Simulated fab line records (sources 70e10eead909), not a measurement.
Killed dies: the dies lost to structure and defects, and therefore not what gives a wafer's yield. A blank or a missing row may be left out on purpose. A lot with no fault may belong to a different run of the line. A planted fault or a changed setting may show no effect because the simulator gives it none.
fab line records	flow nand_harc
record: lots: 6	wafers: 18	last_day: 33
route steps=1302 shown P_CONTACT@217 END@1302
lots with no fault: from the same line, run without faults
start_h: hours from the record's opening day to when the first of the lot's shown wafers began	wait_h: how many hours have passed since the lot's step before this one	" as in the row above	L1.1+2: one row covering several wafers at once	- no value, or no start was given	* or withheld: withheld	< > ~ a bound
route shown NAME@n: a module of which the file shows steps, and the number in the route of the first	usual: mean/standard deviation of fault-free wafers	same: alike in all rows	chamber/n: place in a boat	sites: per-site readings	_std_site: the values' standard deviation	_edge_site: outer sites' mean less inner sites'	radius_mm: for every site, how far away it sits from the centre of the wafer	mask NAME#n: copy n	behind: tool/chamber where the wafer was last shaped	hold: reason for holding the lot/hours on hold/outcome of the hold	device: names the non-switching transistor (n, p or np)	end of line: the same wafers' tests at the end of the route	a step given without rows: its recipe and nothing more	killed: dies lost to structure and defects at the first sort, not the wafer's yield	map: shows each die of a wafer: x if killed, . if not, _ if none is there
set.NAME: the setting that was run; set.NAME@STEP: the one run at that earlier step	model.NAME: the simulator's own value behind a step, which no gauge read
certain route steps with their lots: each step a table, each wafer a row
services: the hour from which a tool's chamber was out of use, counted from the record's first day as start_h (under 0 if before that day), plus the number of hours and why
== steps ==
step: NHARC_P_CONTACT_DEP_30
recipe: target_thk_a: 300	temp_c: 400	target_thk_nm: 30	flow_sccm: 200	rf_w: 450	material: SiNx
usual: heater_power_w: 736/100
lot.wafer	tool	chamber	start_h	wait_h	heater_power_w
L191.1	pecvd-04	1	112.31	0.1	928
L191.3	"	2	"	"	629
L191.4	"	1	"	"	938
L194.2	pecvd-03	2	151.06	0.1	824
L194.4	"	2	"	"	836
L194.6	"	0	"	"	654
L199.3	pecvd-01	2	202.15	0.1	756
L199.5	"	0	"	"	751
L199.6	"	1	"	"	678
L206.3	pecvd-01	1	268.22	0.1	729
L206.2	"	0	"	"	715
L206.6	"	1	"	"	749
L212.2	pecvd-04	0	332.63	0.1	758
L212.4	"	0	"	"	721
L212.5	"	1	"	"	835
L213.2	pecvd-04	0	335.03	0.2	783
L213.3	"	0	"	"	780
L213.5	"	0	"	"	774
step: NHARC_P_CONTACT_DEP_00
recipe: target_thk_a: 5000	temp_c: 400	pressure_torr: 6.5	rf_w: 900	teos_flow_sccm: 161.4	flow_sccm: 2650	target_thk_nm: 500	gas: O2	material: SiO2
step: NHARC_P_CONTACT_CMP_01
recipe: target_thk_nm: 200	material: SiO2
usual: motor_current_A: 12.1/1.4
lot.wafer	tool	chamber	start_h	wait_h	motor_current_A
L191.1	cmp-01	0	112.98	-	13.0
L191.4	"	2	"	"	12.5
L191.3	"	3	"	"	10.2
L194.4	cmp-03	3	151.80	-	11.3
L194.2	"	0	"	"	15.6
L194.6	"	3	"	"	11.7
L199.3	cmp-04	0	202.87	-	12.1
L199.6	"	1	"	"	13.3
L199.5	"	2	"	"	11.6
L206.2	cmp-04	0	268.93	-	11.6
L206.3	"	3	"	"	10.4
L206.6	"	0	"	"	11.7
L212.4	cmp-01	2	333.59	0.4	11.3
L212.2	"	1	"	"	12.0
L212.5	"	3	"	"	10.3
L213.2	cmp-01	2	336.66	0.8	12.4
L213.3	"	3	"	"	10.6
L213.5	"	1	"	"	12.2
step: NHARC_P_CONTACT_SRD_03
step: NHARC_P_CONTACT_DEHYDRATE_04
recipe: temp_c: 150	time_s: 120
step: NHARC_P_CONTACT_HMDS_05
recipe: time_s: 30
step: NHARC_P_CONTACT_COAT_33
recipe: temp_c: 260	time_s: 75
step: NHARC_P_CONTACT_COAT_34
recipe: temp_c: 225	time_s: 65
step: NHARC_P_CONTACT_COAT_06
recipe: spin_rpm: 1500	resist_thk_nm: 90
step: NHARC_P_CONTACT_SOFTBAKE_07
recipe: temp_c: 105	time_s: 55
step: NHARC_P_CONTACT_EBR_08
step: NHARC_P_CONTACT_EXPOSE_09
recipe: na: 1.35	target_cd_nm: 90	dose_mj: 81.26	mask_id: P_CA
usual: reticle_temp_C: 23.02/0.097
lot.wafer	tool	chamber	start_h	wait_h	mask	reticle_temp_C
L191.1	arfi_scanner-03	0	113.69	-	P_CA#0	23.09
L191.3	"	0	"	"	P_CA#0	23.23
L191.4	"	0	"	"	P_CA#0	23.02
L194.2	arfi_scanner-01	0	152.47	-	P_CA#0	22.98
L194.4	"	0	"	"	P_CA#0	22.90
L194.6	"	0	"	"	P_CA#0	22.96
L199.3	arfi_scanner-02	0	203.49	-	P_CA#0	22.92
L199.5	"	0	"	"	P_CA#0	22.98
L199.6	"	0	"	"	P_CA#0	23.01
L206.2	arfi_scanner-02	0	269.50	-	P_CA#0	22.95
L206.3	"	0	"	"	P_CA#0	22.92
L206.6	"	0	"	"	P_CA#0	23.03
L212.2	arfi_scanner-01	0	334.29	-	P_CA#0	23.20
L212.4	"	0	"	"	P_CA#0	23.10
L212.5	"	0	"	"	P_CA#0	23.21
L213.2	arfi_scanner-01	0	337.19	-	P_CA#0	23.25
L213.3	"	0	"	"	P_CA#0	23.02
L213.5	"	0	"	"	P_CA#0	23.11
step: NHARC_P_CONTACT_PEB_10
recipe: peb_temp_c: 100	peb_time_s: 65
step: NHARC_P_CONTACT_DEVELOP_11
recipe: develop_time_s: 35	dev_temp_c: 23
step: NHARC_P_CONTACT_CD_MEAS_12
recipe: target_cd_nm: 90	landing_energy_ev: 500
usual: cd_nm: 90.0/0.59
same: landing_energy_ev: 500
lot.wafer	tool	chamber	start_h	wait_h	cd_nm
L191.1	cd_sem-02	0	113.83	-	89.4
L191.3	"	0	"	"	90.0
L191.4	"	0	"	"	90.6
L194.2	cd_sem-01	0	152.60	-	88.9
L194.4	"	0	"	"	90.0
L194.6	"	0	"	"	89.8
L199.3	cd_sem-01	0	203.63	-	89.9
L199.5	"	0	"	"	89.7
L199.6	"	0	"	"	89.8
L206.2	cd_sem-02	0	269.64	-	90.5
L206.3	"	0	"	"	90.3
L206.6	"	0	"	"	90.4
L212.2	cd_sem-03	0	334.44	-	89.7
L212.4	"	0	"	"	89.5
L212.5	"	0	"	"	83.6
L213.2	cd_sem-02	0	337.32	-	89.6
L213.3	"	0	"	"	89.8
L213.5	"	0	"	"	84.6
step: NHARC_P_CONTACT_OVL_MEAS_13
usual: overlay_x_nm: 0.2/0.88	overlay_y_nm: 0.0/0.79
lot.wafer	tool	chamber	start_h	wait_h	overlay_x_nm	overlay_y_nm
L191.1	overlay-01	-	113.92	-	0.5	1.1
L191.3	"	-	"	"	0.5	1.4
L191.4	"	-	"	"	0.6	1.2
L194.2	overlay-01	-	152.69	-	0.3	-0.9
L194.4	"	-	"	"	-0.1	-0.8
L194.6	"	-	"	"	0.4	-1.6
L199.3	overlay-02	-	203.71	-	1.5	0.9
L199.5	"	-	"	"	1.4	1.0
L199.6	"	-	"	"	1.3	1.1
L206.2	overlay-02	-	269.73	-	0.3	0.3
L206.3	"	-	"	"	0.2	0.5
L206.6	"	-	"	"	0.3	0.6
L212.2	overlay-02	-	334.52	-	0.8	0.9
L212.4	"	-	"	"	0.6	0.1
L212.5	"	-	"	"	0.7	0.0
L213.2	overlay-02	-	337.41	-	1.2	-0.3
L213.3	"	-	"	"	1.4	-0.1
L213.5	"	-	"	"	1.3	0.7
step: NHARC_P_CONTACT_INSPECT_14
usual: raw_defect_count: 3.7/2.3
lot.wafer	tool	chamber	start_h	wait_h	raw_defect_count
L191.1	defect_inspect-02	-	113.95	0.0	3
L191.3	"	-	"	"	2
L191.4	"	-	"	"	4
L194.2	defect_inspect-01	-	152.73	0.0	4
L194.4	"	-	"	"	5
L194.6	"	-	"	"	6
L199.3	defect_inspect-01	-	203.75	0.0	1
L199.5	"	-	"	"	1
L199.6	"	-	"	"	3
L206.2	defect_inspect-02	-	269.76	0.0	5
L206.3	"	-	"	"	1
L206.6	"	-	"	"	3
L212.2	defect_inspect-02	-	334.56	0.0	0
L212.4	"	-	"	"	3
L212.5	"	-	"	"	2
L213.2	defect_inspect-01	-	337.44	0.0	3
L213.3	"	-	"	"	2
L213.5	"	-	"	"	3
step: NHARC_P_CONTACT_DESCUM_17
recipe: time_s: 3	o2_flow_sccm: 200	ar_flow_sccm: 0	bias_power_w: 0	chemistry: O2
usual: drypump_motor_current_A: 5.5/0.45	oes_product_au: 1.000/0.01	rf_vpp_V: 57.9/0.88	showerhead_plenum_p_Torr: 1.92/0.073	throttle_valve_pct: 11.312/0.0093
lot.wafer	tool	chamber	start_h	wait_h	drypump_motor_current_A	oes_product_au	rf_hours_counter_h	rf_vpp_V	showerhead_plenum_p_Torr	throttle_valve_pct	model.P_CONTACT.cd_nm
L191.1	rie_diel-04	2	114.02	0.1	5.8	1.004	2.7	58.7	1.92	11.315	90.49
L191.4	"	3	"	"	5.1	1.014	2.8	58.6	2.02	11.321	90.31
L191.3	"	0	"	"	5.6	1.002	2.5	58.1	1.84	11.308	90.02
L194.2	rie_diel-10	0	152.79	0.1	5.8	1.001	1.9	56.8	1.97	11.331	89.63
L194.4	"	2	"	"	5.5	0.983	1.7	57.5	1.92	11.336	89.77
L194.6	"	0	"	"	5.8	1.011	-	58.1	1.97	11.318	90.34
L199.3	rie_diel-13	2	203.82	0.1	6.3	0.994	1.9	58.9	2.04	11.318	89.83
L199.6	"	1	"	"	5.4	1.009	-	59.1	1.82	11.297	89.37
L199.5	"	2	"	"	6.3	0.993	-	57.0	2.04	11.306	89.42
L206.2	rie_diel-04	3	269.83	0.1	5.1	1.001	2.1	58.1	2.02	11.316	90.6
L206.3	"	0	"	"	5.6	1.000	2.1	56.4	1.84	11.309	90.79
L206.6	"	3	"	"	5.1	1.004	-	58.5	2.02	11.311	90.37
L212.4	rie_diel-04	0	334.63	0.1	5.6	0.992	4.0	58.2	1.84	11.300	89.4
L212.2	"	2	"	"	5.8	1.011	3.8	58.2	1.92	11.307	90.08
L212.5	"	0	"	"	5.6	0.988	-	57.5	1.84	11.309	83.7
L213.2	rie_diel-10	0	337.51	0.1	5.8	1.000	2.5	58.4	1.97	11.306	89.83
L213.3	"	3	"	"	4.8	1.011	2.6	57.8	1.88	11.324	89.17
L213.5	"	1	"	"	4.8	1.003	-	58.4	1.81	11.299	84.9
step: NHARC_P_CONTACT_ETCH_35
recipe: target_depth_a: 390	over_etch_frac: 0.3	time_s: 65	ion_energy_ev: 80	cf4_flow_sccm: 150	ar_flow_sccm: 0	rf_w: 300	bias_w: 100	chemistry: CF4
usual: drypump_motor_current_A: 5.4/0.45	oes_product_au: 0.998/0.0091	rf_vpp_V: 151.3/1.2	showerhead_plenum_p_Torr: 1.77/0.063	throttle_valve_pct: 13.283/0.0094
lot.wafer	tool	chamber	start_h	wait_h	drypump_motor_current_A	oes_product_au	rf_hours_counter_h	rf_vpp_V	showerhead_plenum_p_Torr	throttle_valve_pct
L191.4	rie_diel-04	0	114.10	0.1	5.6	1.001	2.5	149.4	1.71	13.289
L191.1	"	1	"	"	5.0	1.008	2.5	152.5	1.86	13.284
L191.3	"	3	"	"	5.1	1.026	2.8	153.6	1.86	13.284
L194.2	rie_diel-10	2	152.87	0.1	5.4	0.993	1.7	151.5	1.77	13.302
L194.4	"	3	"	"	4.8	1.007	1.8	150.6	1.74	13.286
L194.6	"	2	"	"	5.5	0.986	-	150.6	1.77	13.285
L199.3	rie_diel-13	0	203.90	0.1	5.9	1.003	1.7	150.7	1.74	13.267
L199.5	"	3	"	"	5.9	0.987	-	152.1	1.80	13.295
L199.6	"	0	"	"	5.9	0.999	-	150.4	1.74	13.269
L206.3	rie_diel-04	1	269.91	0.1	5.0	0.993	1.8	153.1	1.86	13.296
L206.2	"	0	"	"	5.6	0.997	2.1	150.5	1.71	13.281
L206.6	"	2	"	"	5.8	1.014	-	150.6	1.77	13.285
L212.2	rie_diel-04	1	334.70	0.1	5.0	0.998	3.8	152.1	1.86	13.277
L212.4	"	0	"	"	5.6	0.986	4.0	150.4	1.71	13.288
L212.5	"	2	"	"	5.9	1.013	-	151.8	1.77	13.289
L213.3	rie_diel-10	1	337.59	0.1	4.8	0.997	2.4	151.1	1.68	13.283
L213.2	"	0	"	"	5.8	0.998	2.5	152.0	1.82	13.289
L213.5	"	2	"	"	5.5	0.990	-	151.9	1.77	13.304
step: NHARC_P_CONTACT_ETCH_36
recipe: target_depth_a: 2600	over_etch_frac: 0.25	time_s: 406.25	ion_energy_ev: 200	n2_flow_sccm: 150	h2_flow_sccm: 150	ar_flow_sccm: 0	rf_w: 400	bias_w: 150	chemistry: N2/H2
usual: drypump_motor_current_A: 5.4/0.45	n2_flow_sccm: 150.0/0.46	oes_product_au: 1.000/0.01	rf_vpp_V: 430.5/2.3	showerhead_plenum_p_Torr: 2.04/0.08	throttle_valve_pct: 14.173/0.0093
lot.wafer	tool	chamber	start_h	wait_h	drypump_motor_current_A	n2_flow_sccm	oes_product_au	rf_hours_counter_h	rf_vpp_V	showerhead_plenum_p_Torr	throttle_valve_pct
L191.3	rie_diel-04	3	-	-	5.1	150.2	1.008	2.8	432.9	2.15	14.167
L191.4	"	1	"	"	5.1	150.1	1.010	2.6	433.2	2.16	14.174
L191.1	"	2	"	"	5.9	149.5	1.005	2.7	429.4	2.05	14.188
L194.2	rie_diel-10	3	-	-	4.8	148.9	1.003	1.9	429.0	2.01	14.175
L194.4	"	1	"	"	4.9	148.9	0.996	1.8	426.5	1.93	14.171
L194.6	"	2	"	"	5.4	149.8	0.995	-	430.9	2.04	14.186
L199.3	rie_diel-13	1	-	-	5.4	149.5	1.008	1.7	427.9	1.94	14.172
L199.5	"	0	"	"	5.8	149.2	0.998	-	428.8	2.01	14.159
L199.6	"	1	"	"	5.4	150.1	1.026	-	427.7	1.94	14.180
L206.2	rie_diel-04	1	-	-	5.1	149.9	0.988	1.9	434.0	2.15	14.168
L206.3	"	3	"	"	5.1	149.8	1.008	2.2	434.3	2.15	14.171
L206.6	"	1	"	"	5.1	149.7	1.001	-	432.5	2.15	14.173
L212.2	rie_diel-04	2	-	-	5.9	149.1	1.014	3.8	431.5	2.04	14.178
L212.4	"	3	"	"	5.1	149.2	1.009	4.1	433.4	2.15	14.188
L212.5	"	1	"	"	5.1	150.1	1.007	-	434.8	2.15	14.179
L213.2	rie_diel-10	2	-	-	5.4	150.2	0.995	2.8	432.0	2.04	14.175
L213.3	"	0	"	"	5.8	149.5	1.004	2.6	432.0	2.10	14.171
L213.5	"	3	"	"	4.8	150.9	1.013	-	429.5	2.01	14.165
step: NHARC_P_CONTACT_ETCH_18
recipe: target_depth_a: 4810	time_s: 240.5	c4f8_flow_sccm: 20	o2_flow_sccm: 10	ar_flow_sccm: withheld	rf_w: 600	bias_w: 1500	chemistry: C4F8/O2/Ar
usual: oes_product_au: 0.957/0.02	rf_vpp_V: 979/5
lot.wafer	tool	chamber	start_h	wait_h	oes_product_au	rf_hours_counter_h	rf_vpp_V
L191.3	rie_diel-04	2	-	-	0.948	2.8	977
L191.1	"	0	"	"	0.947	2.8	973
L191.4	"	1	"	"	0.962	2.7	986
L194.4	rie_diel-10	0	-	-	0.951	2.1	982
L194.2	"	2	"	"	0.951	2.0	978
L194.6	"	0	"	"	0.955	-	983
L199.3	rie_diel-13	1	-	-	0.970	1.9	972
L199.6	"	1	"	"	0.970	-	971
L199.5	"	2	"	"	0.944	-	985
L206.2	rie_diel-04	3	-	-	0.969	2.3	986
L206.3	"	0	"	"	0.981	2.4	974
L206.6	"	1	"	"	0.980	-	984
L212.2	rie_diel-04	3	-	-	0.937	4.2	985
L212.4	"	1	"	"	0.927	4.0	985
L212.5	"	2	"	"	0.948	-	979
L213.2	rie_diel-10	2	-	-	0.954	3.0	978
L213.3	"	3	"	"	0.988	2.9	976
L213.5	"	2	"	"	0.966	-	978
step: NHARC_P_CONTACT_STRIP_37
recipe: c4f8_flow_sccm: withheld	o2_flow_sccm: 8	ar_flow_sccm: withheld	bias_w: 0	chemistry: C4F8/O2/Ar
step: NHARC_P_CONTACT_ETCH_31
recipe: target_depth_a: 300	time_s: 85.7	ion_energy_ev: 120	over_etch_frac: 1	ch3f_flow_sccm: 50	o2_flow_sccm: 30	ar_flow_sccm: 200	rf_w: 500	bias_w: 100	chemistry: CH3F/O2
usual: drypump_motor_current_A: 5.4/0.46	oes_product_au: 0.977/0.014	rf_vpp_V: 244.3/1.6	showerhead_plenum_p_Torr: 2.46/0.089	throttle_valve_pct: 20.664/0.009
lot.wafer	tool	chamber	start_h	wait_h	drypump_motor_current_A	oes_product_au	rf_hours_counter_h	rf_vpp_V	showerhead_plenum_p_Torr	throttle_valve_pct	model.P_CONTACT.cd_nm
L191.1	rie_diel-04	1	-	-	5.1	0.977	2.8	242.6	2.59	20.672	89.65
L191.3	"	2	"	"	5.8	0.993	2.9	244.7	2.47	20.674	90.74
L191.4	"	0	"	"	5.6	0.969	2.8	243.6	2.37	20.659	93.31
L194.2	rie_diel-10	0	-	-	5.8	0.970	2.2	245.1	2.53	20.670	87.49
L194.4	"	1	"	"	4.8	0.978	2.0	242.3	2.34	20.666	87.68
L194.6	"	0	"	"	5.8	0.975	-	245.7	2.53	20.676	89.97
L199.3	rie_diel-13	3	-	-	5.9	0.980	2.3	244.7	2.51	20.647	88.68
L199.6	"	0	"	"	5.9	0.989	-	243.4	2.42	20.684	88.48
L199.5	"	1	"	"	5.4	1.002	-	243.3	2.35	20.675	86.08
L206.2	rie_diel-04	0	-	-	5.6	0.982	2.4	243.8	2.37	20.659	89.47
L206.3	"	1	"	"	5.1	0.988	2.2	248.1	2.59	20.664	90.2
L206.6	"	0	"	"	5.6	0.987	-	242.5	2.37	20.660	89.78
L212.2	rie_diel-04	2	-	-	5.8	0.987	4.1	246.0	2.47	20.669	88.52
L212.4	"	3	"	"	5.1	0.975	4.3	247.3	2.58	20.672	88.99
L212.5	"	2	"	"	5.8	0.982	-	244.7	2.46	20.646	84.08
L213.2	rie_diel-10	3	-	-	4.8	0.994	3.0	244.2	2.42	20.655	89.96
L213.3	"	0	"	"	5.8	0.974	2.7	244.0	2.53	20.659	92.75
L213.5	"	2	"	"	5.5	0.968	-	245.4	2.46	20.664	87.26
step: NHARC_P_CONTACT_CD_MEAS_19
usual: cd_nm: 89.8/1.6
lot.wafer	tool	chamber	start_h	wait_h	cd_nm
L191.1	cd_sem-02	-	114.89	-	89.7
L191.3	"	-	"	"	90.8
L191.4	"	-	"	"	93.4
L194.2	cd_sem-02	-	153.66	-	87.5
L194.4	"	-	"	"	87.9
L194.6	"	-	"	"	89.4
L199.3	cd_sem-03	-	204.79	-	88.5
L199.5	"	-	"	"	86.1
L199.6	"	-	"	"	88.6
L206.2	cd_sem-01	-	270.69	-	89.8
L206.3	"	-	"	"	90.4
L206.6	"	-	"	"	89.8
L212.2	cd_sem-03	-	335.50	-	88.3
L212.4	"	-	"	"	89.2
L212.5	"	-	"	"	84.1
L213.2	cd_sem-02	-	338.38	-	90.1
L213.3	"	-	"	"	92.9
L213.5	"	-	"	"	87.6
step: NHARC_END_SORT_01
recipe: temp_c: 25
usual: killed_at_array: 59/20	killed_at_other: 0.8/1.2	killed_at_periphery: 3.5/2.2	killed_dies: 63/20	killed_open: 3.3/1.8	killed_short: 2.6/1.7
same: gross_dies: 677
lot.wafer	tool	chamber	start_h	wait_h	killed_at_array	killed_at_other	killed_at_periphery	killed_dies	killed_open	killed_short
L191.1	prober-01	0	551.88	2.5	38	0	1	39	2	5
L191.3	prober-01	0	553.49	3.1	34	0	4	38	1	2
L191.4	prober-01	0	554.29	3.4	46	0	3	49	4	1
L199.3	prober-01	0	644.26	3.1	37	1	2	40	4	5
L199.5	prober-01	0	645.87	3.7	34	1	1	36	4	2
L199.6	prober-01	0	646.68	4.0	33	1	3	37	2	4
L206.2	prober-01	0	710.76	2.8	38	0	0	38	3	4
L206.3	prober-01	0	711.56	3.1	44	0	1	45	4	3
L206.6	prober-01	0	713.96	4.0	38	0	4	42	5	1
L212.2	prober-01	0	778.61	2.8	50	0	5	55	2	2
L212.4	prober-01	0	780.22	3.4	50	0	1	51	1	2
L212.5	prober-01	0	781.02	3.7	49	0	5	54	2	5
L213.2	prober-02	0	797.29	2.8	74	1	6	81	5	3
L213.3	prober-02	0	798.09	3.1	79	1	2	82	5	4
L213.5	prober-02	0	799.69	3.7	61	0	5	66	0	2
killed by level:class
L191.1 A_CHANNEL_HOLE_D2:chamber_film_flake=27 A_CONTACT:chamber_film_flake=2 P_M1:geometric_particle:short=1 A_SOURCE_PLATE:geometric_particle:open=1 A_SOURCE_PLATE:geometric_particle:short=1 A_CHANNEL_FILL_D1:geometric_particle:open=1 A_ONON_D2:geometric_particle:short=1 A_WL_FILL:geometric_particle:short=1
L191.3 A_CHANNEL_HOLE_D2:chamber_film_flake=26 P_BONDPAD:chamber_film_flake=2 A_DECK1_JOINT:chamber_film_flake=2 A_STAIRCASE:chamber_film_flake=2 A_CONTACT:chamber_film_flake=2 P_CONTACT:geometric_particle:open=1 A_CHANNEL_FILL_D1:geometric_particle:short=1 A_SGD_CUT:geometric_particle:short=1
L191.4 A_CHANNEL_HOLE_D2:chamber_film_flake=33 A_CHANNEL_HOLE_D1:chamber_film_flake=3 A_CONTACT:chamber_film_flake=3 P_GATE:chamber_film_flake=2 A_DECK1_JOINT:chamber_film_flake=2 P_M0:geometric_particle:short=1 A_ONON_D2:geometric_particle:open=1 A_BLC:geometric_particle:open=1
L199.3 A_CHANNEL_HOLE_D2:chamber_film_flake=11 A_CONTACT:chamber_film_flake=5 A_CHANNEL_HOLE_D1:chamber_film_flake=4 A_CHANNEL_FILL_D2:chamber_film_flake=4 A_STAIRCASE:chamber_film_flake=2 A_SLIT:chamber_film_flake=2 A_BONDPAD:chamber_film_flake=2 P_M1:geometric_particle:short=1
L199.5 A_CHANNEL_HOLE_D2:chamber_film_flake=11 A_CONTACT:chamber_film_flake=6 A_CHANNEL_HOLE_D1:chamber_film_flake=3 A_CHANNEL_FILL_D2:chamber_film_flake=3 A_BONDPAD:chamber_film_flake=3 A_CHANNEL_FILL_D1:chamber_film_flake=2 P_M0:geometric_particle:open=1 A_CHANNEL_HOLE_D2:geometric_particle:open=1
L199.6 A_CHANNEL_HOLE_D2:chamber_film_flake=19 A_CHANNEL_FILL_D2:chamber_film_flake=4 A_CHANNEL_HOLE_D1:chamber_film_flake=3 A_CHANNEL_FILL_D2:geometric_particle:short=2 P_M0:geometric_particle:short=1 P_M0:geometric_particle:open=1 A_CHANNEL_FILL_D2:geometric_particle:open=1 P_ZERO_WELL:chamber_film_flake=1
L206.2 A_CHANNEL_HOLE_D1:chamber_film_flake=24 A_DECK1_JOINT:geometric_particle:short=2 A_SLIT:chamber_film_flake=2 A_CONTACT:chamber_film_flake=2 A_ONON_D1:geometric_particle:short=1 A_CHANNEL_FILL_D1:geometric_particle:open=1 A_ONON_D2:geometric_particle:short=1 A_CHANNEL_FILL_D2:geometric_particle:open=1
L206.3 A_CHANNEL_HOLE_D1:chamber_film_flake=25 A_CONTACT:chamber_film_flake=5 A_STAIRCASE:chamber_film_flake=3 A_SLIT:chamber_film_flake=3 A_SOURCE_PLATE:geometric_particle:open=2 A_CHANNEL_FILL_D1:geometric_particle:open=1 A_DECK1_JOINT:geometric_particle:open=1 A_CHANNEL_HOLE_D2:geometric_particle:short=1
L206.6 A_CHANNEL_HOLE_D1:chamber_film_flake=21 A_CONTACT:chamber_film_flake=6 A_DECK1_JOINT:chamber_film_flake=2 A_STAIRCASE:chamber_film_flake=2 P_CONTACT:geometric_particle:open=1 P_M0:geometric_particle:short=1 A_ONON_D2:geometric_particle:open=1 A_CHANNEL_HOLE_D2:geometric_particle:open=1
L212.2 A_SLIT:chamber_film_flake=34 P_BONDPAD:chamber_film_flake=4 A_CHANNEL_HOLE_D1:unspecified=3 A_CONTACT:chamber_film_flake=3 A_CHANNEL_FILL_D2:chamber_film_flake=2 P_M2:geometric_particle:open=1 A_ONON_D1:geometric_particle:short=1 A_CHANNEL_FILL_D1:geometric_particle:short=1
L212.4 A_SLIT:chamber_film_flake=34 A_CONTACT:chamber_film_flake=5 A_STAIRCASE:chamber_film_flake=3 A_CHANNEL_HOLE_D1:unspecified=2 A_CHANNEL_FILL_D2:chamber_film_flake=2 A_SOURCE_PLATE:geometric_particle:open=1 A_ONON_D1:geometric_particle:short=1 A_CHANNEL_FILL_D2:geometric_particle:short=1
L212.5 A_SLIT:chamber_film_flake=32 A_STAIRCASE:chamber_film_flake=4 A_CONTACT:chamber_film_flake=4 P_BONDPAD:chamber_film_flake=2 A_CHANNEL_HOLE_D1:unspecified=2 P_GATE:geometric_particle:short=1 P_CONTACT:geometric_particle:open=1 P_CONTACT:geometric_particle:short=1
L213.2 A_SLIT:chamber_film_flake=39 A_CHANNEL_HOLE_D1:chamber_film_flake=14 A_CONTACT:chamber_film_flake=11 P_STI:chamber_film_flake=2 P_BONDPAD:chamber_film_flake=2 A_ZERO_WELL:chamber_film_flake=2 P_CONTACT:geometric_particle:open=1 P_M0:geometric_particle:open=1
L213.3 A_SLIT:chamber_film_flake=33 A_CHANNEL_HOLE_D1:chamber_film_flake=16 A_CONTACT:chamber_film_flake=16 A_ONON_D1:geometric_particle:short=2 A_ONON_D1:geometric_particle:open=2 P_BONDPAD:chamber_film_flake=2 A_CHANNEL_FILL_D1:geometric_particle:open=1 A_DECK1_JOINT:geometric_particle:short=1
L213.5 A_SLIT:chamber_film_flake=33 A_CHANNEL_HOLE_D1:chamber_film_flake=12 A_CONTACT:chamber_film_flake=7 P_BONDPAD:chamber_film_flake=3 A_ZERO_WELL:chamber_film_flake=2 A_CHANNEL_HOLE_D2:chamber_film_flake=2 A_WL_FILL:chamber_film_flake=2 A_DECK1_JOINT:geometric_particle:short=1
== services ==
tool	chamber	start_h	hours	kind
rie_diel-04	0	102.23	7.1	repair
pecvd-04	-	107.23	1.2	repair
cmp-01	-	110.05	1.7	repair
rie_diel-04	-	119.10	0.2	repair
rie_diel-10	1	120.14	4.9	repair
rie_diel-13	0	128.78	46.4	repair
cmp-01	-	148.99	0.5	repair
cmp-01	-	158.13	1.1	repair
rie_diel-13	-	165.00	9.0	pm
rie_diel-04	-	177.90	9.0	pm
cmp-01	-	185.50	4.0	pm
cmp-01	-	197.83	3.6	repair
pecvd-04	1	217.38	5.5	repair
arfi_scanner-01	-	225.31	14.1	repair
rie_diel-10	-	242.50	9.0	pm
arfi_scanner-01	-	252.00	4.0	pm
arfi_scanner-01	-	259.26	1.8	repair
pecvd-04	-	269.00	13.0	pm
arfi_scanner-01	-	279.24	1.6	repair
cmp-01	-	283.50	4.0	pm
rie_diel-04	0	296.45	2.3	repair
cmp-01	-	301.11	0.6	repair
rie_diel-13	1	318.85	16.9	repair
rie_diel-10	1	331.39	4.3	repair
== key ==
first_sign: step: NHARC_P_CONTACT_CD_MEAS_12	reading: cd_nm	direction: down	sigmas: 10	usual: 90.0	struck: 84.1
effect none on later readings
model_effect: step: NHARC_P_CONTACT_DESCUM_17	value: P_CONTACT.cd_nm	without: 89.96	struck: 84.3
model_effect: step: NHARC_P_CONTACT_ETCH_31	value: P_CONTACT.cd_nm	without: 91.33	struck: 85.67
met_at NHARC_P_CONTACT_EXPOSE_09
struck_wafers L212.5,L213.5
tester_left_out L212,L213
onset_between 152.47 334.29
fault: kind: process_parameter_drift	tool: arfi_scanner-01	chamber: -	onset_h: 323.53	steps: NHARC_P_CONTACT_EXPOSE_09	channel: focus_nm	offset: 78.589	shape: step	end_h: 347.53	scope: struck_wafers_only
tester_left_out: of these lots the tester's yield and bins aren't shown, on N5 and GAA mostly nor the transistor test; their killed dies are dies lost to structure and defects alone, not to doping, threshold or leakage, so they don't give the yield
